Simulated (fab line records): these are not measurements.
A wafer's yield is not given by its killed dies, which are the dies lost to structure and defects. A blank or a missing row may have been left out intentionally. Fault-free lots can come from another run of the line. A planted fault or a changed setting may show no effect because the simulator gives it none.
fab line records ; flow nandHarc
record: lots: 12; wafers: 36; lastDay: 24
route steps=1159 shown P_CONTACT@238 END@1159
lots that met no fault: taken from a fault-free run of the same line
startH: hours from the record's first day to the start of the lot's first wafer shown ; waitH: how many hours have passed since the lot's step before this one ; " same as the row above ; L1.1+2: several wafers, shown together as one row ; - value missing, or start not given ; * or withheld: withheld ; < > ~ a bound
route shown NAME@n: names a module that has steps shown in the file, with the first one's number in the route ; usual: mean and standard deviation over wafers with no fault ; same: alike in all rows ; chamber/n: place in a boat ; sites: readings site by site ; _std_site: how widely they spread, as a standard deviation ; _edge_site: the outer-site mean with the inner-site mean subtracted ; radiusMm: how far each site lies from the wafer's centre ; mask NAME#n: copy n ; behind: the tool/chamber that last shaped the wafer ; hold: why the lot went on hold/how many hours it stayed there/how the hold came to an end ; device: the transistor (n, p or np) that didn't switch ; end of line: tests run on the same wafers once the route is complete ; a step without rows: its recipe alone ; killed: not the wafer's yield, but the dies lost to structure and defects at the first sort ; map: the dies of a wafer, with x for killed, . for not killed, _ for no die there
set.NAME: the setting the step ran with; set.NAME@STEP: the setting that earlier step ran with ; model.NAME: the simulator's own value behind a step, which no gauge read
route steps across a sampled set of lots; one table per step, one row per wafer
services: when a tool's chamber went out of use (startH, in hours from the record's first day, below 0 if earlier), for how many hours, and the reason
== steps ==
step: NHARC_P_CONTACT_ETCH_18
recipe: targetDepthA: 4810; timeS: 240.5; c4f8FlowSccm: 20; o2FlowSccm: 10; arFlowSccm: withheld; rfW: 600; biasW: 1500; chemistry: C4F8/O2/Ar
usual: biasW: 1501/4.9; chamberPressureMTorr: 24.998/0.023; oesProductAu: 0.961/0.021; rfFwdPowerW: 598.5/1.9; rfVppV: 979/5.2
lot.wafer;tool;chamber;startH;waitH;biasW;chamberPressureMTorr;oesProductAu;rfFwdPowerW;rfHoursCounterH;rfVppV
L440.1;rieDiel-10;0;-;-;1507;25.020;1.002;599.2;11;972
L440.2;rieDiel-10;1;-;-;1496;25.019;0.968;599.5;9;979
L440.6;rieDiel-10;0;-;-;1507;24.977;1.003;597.8;-;972
L450.2;rieDiel-02;2;-;-;1496;24.995;0.971;596.9;1;987
L450.1;rieDiel-02;3;-;-;1499;25.032;0.983;600.3;1;977
L450.6;rieDiel-02;3;-;-;1501;25.000;0.979;600.8;-;979
L449.2;rieDiel-02;0;-;-;1500;25.045;0.987;596.9;1;985
L449.3;rieDiel-02;1;-;-;1498;24.987;0.936;597.0;2;974
L449.4;rieDiel-02;3;-;-;1499;24.972;0.995;595.2;2;979
L451.1;rieDiel-02;3;-;-;1495;25.054;0.989;598.3;2;981
L451.6;rieDiel-02;1;-;-;1497;25.022;0.932;598.6;-;976
L451.5;rieDiel-02;2;-;-;1503;25.003;0.969;595.4;-;988
L452.1;rieDiel-02;1;-;-;1514;25.031;0.919;597.0;3;975
L452.2;rieDiel-02;3;-;-;1493;24.987;0.984;599.1;2;980
L452.4;rieDiel-02;0;-;-;1501;24.983;0.958;599.8;2;986
L453.4;rieDiel-02;3;-;-;1508;25.003;0.986;597.5;3;980
L453.2;rieDiel-02;1;-;-;1507;25.007;0.939;598.6;3;975
L453.3;rieDiel-02;2;-;-;1507;25.009;0.970;598.9;3;987
L454.4;rieDiel-10;1;-;-;1509;25.026;0.953;597.0;1;979
L454.3;rieDiel-10;2;-;-;1498;24.997;0.968;600.0;1;977
L454.1;rieDiel-10;0;-;-;1498;25.011;0.999;598.9;1;969
L455.2;rieDiel-04;0;-;-;1500;25.022;0.920;600.6;25;980
L455.4;rieDiel-04;1;-;-;1502;24.998;0.927;598.8;28;979
L455.6;rieDiel-04;3;-;-;1497;24.997;0.943;600.7;-;970
L456.2;rieDiel-04;3;-;-;1502;24.958;0.979;599.4;28;971
L456.4;rieDiel-04;0;-;-;1507;24.992;0.956;603.1;29;982
L456.1;rieDiel-04;1;-;-;1497;24.974;0.958;595.6;30;977
L458.2;rieDiel-10;1;-;-;1505;24.980;0.933;597.6;2;980
L458.4;rieDiel-10;3;-;-;1504;24.960;0.937;599.7;3;981
L458.5;rieDiel-10;0;-;-;1492;25.027;0.959;597.8;-;971
L460.3;rieDiel-02;0;-;-;1506;24.933;0.990;600.8;8;985
L460.1;rieDiel-02;1;-;-;1499;25.028;0.969;595.6;7;975
L460.5;rieDiel-02;2;-;-;1500;24.998;0.959;599.7;-;987
L462.1;rieDiel-02;3;-;-;1502;25.012;0.959;597.1;7;979
L462.5;rieDiel-02;0;-;-;1498;25.026;0.986;594.3;-;985
L462.6;rieDiel-02;1;-;-;1500;24.984;0.942;598.3;-;975
step: NHARC_P_CONTACT_ETCH_31
recipe: targetDepthA: 300; timeS: 85.7; ionEnergyEv: 120; overEtchFrac: 1; ch3fFlowSccm: 50; o2FlowSccm: 30; arFlowSccm: 200; rfW: 500; biasW: 100; chemistry: CH3F/O2
usual: biasW: 100.0/0.3; ch3fFlowSccm: 50.00/0.14; drypumpMotorCurrentA: 5.7/0.48; oesProductAu: 0.981/0.017; rfFwdPowerW: 496.2/1.9; rfVppV: 244.6/1.5; showerheadPlenumPTorr: 2.48/0.088; throttleValvePct: 20.663/0.009
lot.wafer;tool;chamber;startH;waitH;biasW;ch3fFlowSccm;drypumpMotorCurrentA;oesProductAu;rfFwdPowerW;rfHoursCounterH;rfVppV;showerheadPlenumPTorr;throttleValvePct
L440.2;rieDiel-10;1;112.73;-;99.8;49.57;5.7;0.984;493.3;9;245.1;2.48;20.673
L440.1;rieDiel-10;0;112.73;-;100.0;49.83;5.7;1.012;496.8;11;242.7;2.33;20.662
L440.6;rieDiel-10;3;112.73;-;100.3;50.07;5.4;0.975;498.5;-;244.4;2.50;20.659
L450.1;rieDiel-02;0;170.00;-;-;-;-;-;-;-;-;-;-
L450.2;rieDiel-02;2;170.00;-;-;-;-;-;-;-;-;-;-
L450.6;rieDiel-02;0;170.00;-;-;-;-;-;-;-;-;-;-
L449.2;rieDiel-02;1;172.97;-;-;-;-;-;-;-;-;-;-
L449.4;rieDiel-02;3;172.97;-;-;-;-;-;-;-;-;-;-
L449.3;rieDiel-02;0;172.97;-;-;-;-;-;-;-;-;-;-
L451.1;rieDiel-02;2;175.79;-;-;-;-;-;-;-;-;-;-
L451.6;rieDiel-02;1;175.79;-;-;-;-;-;-;-;-;-;-
L451.5;rieDiel-02;2;175.79;-;-;-;-;-;-;-;-;-;-
L452.1;rieDiel-02;1;187.31;-;100.1;50.07;6.5;0.956;494.9;3;243.2;2.39;20.658
L452.2;rieDiel-02;2;187.31;-;99.7;50.08;5.9;0.979;494.0;3;246.6;2.62;20.662
L452.4;rieDiel-02;3;187.31;-;100.2;50.01;5.8;0.994;497.4;2;246.1;2.48;20.662
L453.4;rieDiel-02;2;188.18;-;100.1;50.08;5.9;0.983;494.3;3;244.2;2.62;20.661
L453.2;rieDiel-02;3;188.18;-;100.1;49.79;5.8;0.999;497.0;3;244.3;2.48;20.672
L453.3;rieDiel-02;1;188.18;-;100.1;49.84;6.5;0.952;495.0;3;242.3;2.39;20.667
L454.4;rieDiel-10;3;197.22;-;99.6;50.06;5.4;1.002;499.4;1;243.7;2.50;20.675
L454.1;rieDiel-10;0;197.22;-;99.7;49.98;5.7;0.990;496.1;1;242.4;2.32;20.679
L454.3;rieDiel-10;1;197.22;-;100.0;50.11;5.6;0.970;493.0;1;244.7;2.48;20.655
L455.4;rieDiel-04;1;197.64;-;100.2;49.97;4.7;0.961;494.5;28;245.4;2.47;20.655
L455.2;rieDiel-04;2;197.64;-;100.6;49.76;5.6;0.949;496.3;27;245.1;2.51;20.663
L455.6;rieDiel-04;2;197.64;-;99.8;49.88;5.6;0.946;498.5;-;244.4;2.51;20.672
L456.4;rieDiel-04;1;207.63;-;100.0;49.97;4.7;0.990;494.5;30;244.9;2.47;20.660
L456.2;rieDiel-04;3;207.63;-;100.0;50.19;5.6;0.995;497.3;28;243.5;2.33;20.669
L456.1;rieDiel-04;0;207.63;-;100.0;50.21;6.7;0.964;498.7;29;244.7;2.51;20.663
L458.2;rieDiel-10;2;213.83;-;99.9;49.87;5.0;0.970;498.8;3;244.4;2.41;20.660
L458.4;rieDiel-10;0;213.83;-;99.9;50.03;5.7;0.975;497.8;3;243.3;2.32;20.665
L458.5;rieDiel-10;1;213.83;-;99.7;49.93;5.6;0.948;492.9;-;243.8;2.48;20.678
L460.3;rieDiel-02;0;231.72;-;100.1;50.22;5.9;1.011;494.0;8;245.2;2.60;20.660
L460.1;rieDiel-02;2;231.72;-;100.2;49.92;5.9;0.977;495.9;7;246.9;2.62;20.665
L460.5;rieDiel-02;0;231.72;-;100.2;49.93;5.8;1.001;492.8;-;245.8;2.59;20.665
L462.1;rieDiel-02;0;240.86;-;100.3;50.12;5.8;1.002;496.2;9;245.6;2.59;20.667
L462.6;rieDiel-02;2;240.86;-;100.0;50.05;5.9;0.967;495.4;-;247.0;2.62;20.653
L462.5;rieDiel-02;3;240.86;-;100.0;49.95;5.8;0.984;494.9;-;243.2;2.48;20.672
step: NHARC_P_CONTACT_PVD_32
recipe: targetThkA: 50; chamberPressurePa: 5; powerW: 5000; substrateTempC: 200; timeS: 17.7; material: Ti
usual: throttleValvePct: 30.3/1.2
lot.wafer;tool;chamber;startH;waitH;throttleValvePct
L440.2;pvdSputter-02;-;-;-;31.3
L440.1;pvdSputter-02;-;-;-;29.2
L440.6;pvdSputter-02;-;-;-;31.4
L450.2;pvdSputter-03;-;-;-;30.1
L450.1;pvdSputter-03;-;-;-;30.3
L450.6;pvdSputter-03;-;-;-;30.4
L449.4;pvdSputter-03;-;-;-;29.9
L449.3;pvdSputter-03;-;-;-;31.9
L449.2;pvdSputter-03;-;-;-;29.9
L451.1;pvdSputter-02;-;-;-;27.9
L451.5;pvdSputter-02;-;-;-;27.9
L451.6;pvdSputter-02;-;-;-;29.2
L452.2;pvdSputter-02;-;-;-;31.7
L452.4;pvdSputter-02;-;-;-;31.3
L452.1;pvdSputter-02;-;-;-;28.1
L453.4;pvdSputter-02;-;-;-;27.8
L453.3;pvdSputter-02;-;-;-;29.0
L453.2;pvdSputter-02;-;-;-;31.4
L454.4;pvdSputter-02;-;-;-;31.1
L454.3;pvdSputter-02;-;-;-;27.9
L454.1;pvdSputter-02;-;-;-;29.2
L455.2;pvdSputter-01;-;-;-;31.1
L455.4;pvdSputter-01;-;-;-;29.0
L455.6;pvdSputter-01;-;-;-;30.9
L456.1;pvdSputter-03;-;-;-;31.9
L456.4;pvdSputter-03;-;-;-;30.7
L456.2;pvdSputter-03;-;-;-;30.1
L458.2;pvdSputter-01;-;-;-;30.6
L458.4;pvdSputter-01;-;-;-;28.7
L458.5;pvdSputter-01;-;-;-;31.0
L460.1;pvdSputter-03;-;-;-;31.8
L460.3;pvdSputter-03;-;-;-;29.7
L460.5;pvdSputter-03;-;-;-;30.5
L462.1;pvdSputter-02;-;-;-;31.4
L462.6;pvdSputter-02;-;-;-;31.7
L462.5;pvdSputter-02;-;-;-;27.9
step: NHARC_P_CONTACT_ALD_22
recipe: targetThkA: 30; pulseTimeS: 1; aldCycles: 150; tempC: 450; material: TiN
usual: heaterPowerW: 1095/95; precursorPulseHeightRel: 1.000/0.022
lot.wafer;tool;chamber;startH;waitH;heaterPowerW;precursorPulseHeightRel
L440.2;aldMetal-01;2;113.96;-;1220;0.984
L440.1;aldMetal-01;3;113.96;-;1122;0.999
L440.6;aldMetal-01;3;113.96;-;1105;0.990
L450.1;aldMetal-04;3;171.10;-;1004;0.983
L450.2;aldMetal-04;0;171.10;-;1034;0.975
L450.6;aldMetal-04;3;171.10;-;981;0.966
L449.3;aldMetal-01;0;174.06;-;974;0.991
L449.4;aldMetal-01;2;174.06;-;1200;1.043
L449.2;aldMetal-01;3;174.06;-;1136;1.038
L451.1;aldMetal-04;0;176.91;-;1069;1.019
L451.5;aldMetal-04;2;176.91;-;1161;1.002
L451.6;aldMetal-04;3;176.91;-;1012;1.000
L452.2;aldMetal-01;2;188.41;-;1181;0.996
L452.1;aldMetal-01;3;188.41;-;1142;0.993
L452.4;aldMetal-01;2;188.41;-;1185;0.981
L453.3;aldMetal-04;0;189.28;-;1068;1.015
L453.4;aldMetal-04;1;189.28;-;1051;1.000
L453.2;aldMetal-04;2;189.28;-;1165;1.020
L454.3;aldMetal-01;0;198.33;-;982;0.982
L454.1;aldMetal-01;2;198.33;-;1190;1.007
L454.4;aldMetal-01;3;198.33;-;1138;1.003
L455.4;aldMetal-04;2;198.74;-;1127;0.992
L455.2;aldMetal-04;3;198.74;-;967;1.013
L455.6;aldMetal-04;2;198.74;-;1142;1.019
L456.2;aldMetal-04;3;208.91;-;964;1.001
L456.4;aldMetal-04;1;208.91;-;1027;1.011
L456.1;aldMetal-04;2;208.91;-;1120;1.006
L458.2;aldMetal-04;3;214.94;-;991;1.006
L458.4;aldMetal-04;1;214.94;-;1031;1.044
L458.5;aldMetal-04;3;214.94;-;977;1.008
L460.1;aldMetal-01;0;232.79;-;994;1.005
L460.3;aldMetal-01;2;232.79;-;1202;1.030
L460.5;aldMetal-01;1;232.79;-;1256;0.985
L462.1;aldMetal-04;0;242.01;-;1057;0.985
L462.6;aldMetal-04;1;242.01;-;1059;1.005
L462.5;aldMetal-04;3;242.01;-;1051;1.020
step: NHARC_END_SORT_01
recipe: tempC: 25
usual: killedAtArray: 24/8.7; killedAtOther: 0.8/1.2; killedAtPeriphery: 3.6/2.3; killedDies: 28/8.9; killedOpen: 3.2/1.9; killedShort: 2.0/1.6
same: grossDies: 677
lot.wafer;tool;chamber;startH;waitH;killedAtArray;killedAtOther;killedAtPeriphery;killedDies;killedOpen;killedShort
L450.1;prober-01;0;496.70;2.5;32;0;645;677;3;0
L450.2;prober-01;0;497.50;2.8;28;0;649;677;4;2
L450.6;prober-01;0;500.69;4.0;39;0;638;677;1;0
L449.2;prober-02;0;518.97;2.8;27;4;646;677;5;3
L449.3;prober-02;0;519.78;3.1;18;2;657;677;5;2
L449.4;prober-02;0;520.59;3.4;29;3;645;677;2;2
L451.1;prober-01;0;526.03;2.5;19;0;658;677;3;1
L451.5;prober-01;0;529.20;3.7;19;1;657;677;7;1
L451.6;prober-01;0;529.99;4.0;17;0;660;677;0;0
killed by level:class
L450.1 P_CONTACT:areaEtch=641 A_CHANNEL_HOLE_D1:chamberFilmFlake=18 A_SLIT:chamberFilmFlake=8 P_BONDPAD:chamberFilmFlake=4 A_STAIRCASE:chamberFilmFlake=2 A_CHANNEL_HOLE_D1:geometricParticle:open=1 A_CHANNEL_FILL_D1:geometricParticle:open=1 A_M0:geometricParticle:open=1
L450.2 P_CONTACT:areaEtch=644 A_CHANNEL_HOLE_D1:chamberFilmFlake=12 A_SLIT:chamberFilmFlake=10 P_M2:chamberFilmFlake=2 P_GATE:geometricParticle:open=1 P_CONTACT:geometricParticle:open=1 A_WL_FILL:geometricParticle:short=1 A_CONTACT:geometricParticle:short=1
L450.6 P_CONTACT:areaEtch=633 A_CHANNEL_HOLE_D1:chamberFilmFlake=16 A_SLIT:chamberFilmFlake=12 A_STAIRCASE:chamberFilmFlake=6 P_BONDPAD:chamberFilmFlake=3 A_CONTACT:chamberFilmFlake=3 A_WL_FILL:chamberFilmFlake=2 P_GATE:geometricParticle:open=1
L449.2 P_CONTACT:areaEtch=640 A_SLIT:chamberFilmFlake=15 A_CONTACT:chamberFilmFlake=4 THIN_TSV:chamberFilmFlake=4 A_CHANNEL_HOLE_D1:chamberFilmFlake=3 P_STI:geometricParticle:short=1 P_CONTACT:geometricParticle:open=1 P_M0:geometricParticle:short=1
L449.3 P_CONTACT:areaEtch=654 A_SLIT:chamberFilmFlake=8 A_CONTACT:chamberFilmFlake=3 A_BLC:geometricParticle:open=2 A_CHANNEL_HOLE_D1:chamberFilmFlake=2 P_M0:geometricParticle:short=1 P_M2:geometricParticle:open=1 A_CHANNEL_HOLE_D1:geometricParticle:short=1
L449.4 P_CONTACT:areaEtch=638 A_SLIT:chamberFilmFlake=12 A_CHANNEL_HOLE_D1:chamberFilmFlake=8 A_CONTACT:chamberFilmFlake=4 P_GATE:chamberFilmFlake=3 THIN_TSV:chamberFilmFlake=3 P_STI:chamberFilmFlake=2 A_WL_FILL:chamberFilmFlake=2
L451.1 P_CONTACT:areaEtch=652 A_CHANNEL_HOLE_D1:chamberFilmFlake=12 A_CONTACT:chamberFilmFlake=3 P_BONDPAD:chamberFilmFlake=2 A_STAIRCASE:chamberFilmFlake=2 P_CONTACT:geometricParticle:open=1 P_M0:geometricParticle:short=1 A_CONTACT:geometricParticle:open=1
L451.5 P_CONTACT:areaEtch=653 A_CHANNEL_HOLE_D1:chamberFilmFlake=9 A_STAIRCASE:chamberFilmFlake=6 P_M0:geometricParticle:open=3 A_CONTACT:geometricParticle:open=2 A_M0:geometricParticle:open=1 A_M1:geometricParticle:short=1 STARTING-WAFER:geometricParticle:open=1
L451.6 P_CONTACT:areaEtch=657 A_CHANNEL_HOLE_D1:chamberFilmFlake=11 A_STAIRCASE:chamberFilmFlake=4 P_STI:chamberFilmFlake=3 A_CONTACT:chamberFilmFlake=2
== services ==
tool;chamber;startH;hours;kind
rieDiel-02;2;94.90;9.8;repair
aldMetal-01;-;102.00;10.0;pm
pvdSputter-03;-;102.00;10.0;pm
rieDiel-02;3;102.63;5.1;repair
rieDiel-02;0;105.28;-;clean
rieDiel-02;1;105.28;-;clean
rieDiel-02;2;105.28;-;clean
rieDiel-04;-;112.07;9.0;pm
rieDiel-10;2;112.56;2.2;repair
pvdSputter-01;-;118.21;63.5;repair
rieDiel-02;-;150.78;9.0;pm
aldMetal-01;-;150.84;2.7;repair
rieDiel-10;-;176.50;9.0;pm
pvdSputter-01;-;181.74;10.0;pm
aldMetal-01;1;185.23;21.0;repair
pvdSputter-01;-;199.24;6.4;repair
rieDiel-10;1;204.97;3.9;repair
pvdSputter-02;-;217.21;10.0;pm
rieDiel-10;0;217.32;19.7;repair
rieDiel-02;1;219.32;3.7;repair
rieDiel-02;1;223.10;4.4;repair
rieDiel-10;1;226.61;1.7;repair
aldMetal-04;-;228.00;10.0;pm
aldMetal-04;2;241.15;20.9;repair
== key ==
firstSign: step: NHARC_P_CONTACT_ETCH_31; reading: toolRecord; direction: missing
effect: step: NHARC_END_SORT_01; reading: killedAtPeriphery; direction: up; sigmas: 99+; usual: 3.6; struck: 650.6
moreKillsBornAt: NHARC_P_CONTACT_ETCH_31@rieDiel-02: 5811
metAt NHARC_P_CONTACT_ETCH_31
struckLots L449,L450,L451
laterRowsLeftOut L449.2,L449.3,L449.4,L450.1,L450.2,L450.6,L451.1,L451.5,L451.6
testerLeftOut L449,L450,L451
notActingAt NHARC_P_CONTACT_ETCH_18,NHARC_P_CONTACT_PVD_32,NHARC_P_CONTACT_ALD_22
fault: kind: skippedStepWhole; tool: rieDiel-02; chamber: -; onsetH: 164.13; steps: NHARC_P_CONTACT_ETCH_31; scope: struckLotsOnly
testerLeftOut: of these lots the tester's yield and bins aren't shown, on N5 and GAA mostly nor the transistor test; their killed dies are dies lost to structure and defects alone, not to doping, threshold or leakage, so they don't give the yield
laterRowsLeftOut: the simulator's readings of these wafers behind a module that went badly wrong aren't trusted and aren't shown, but for the sort
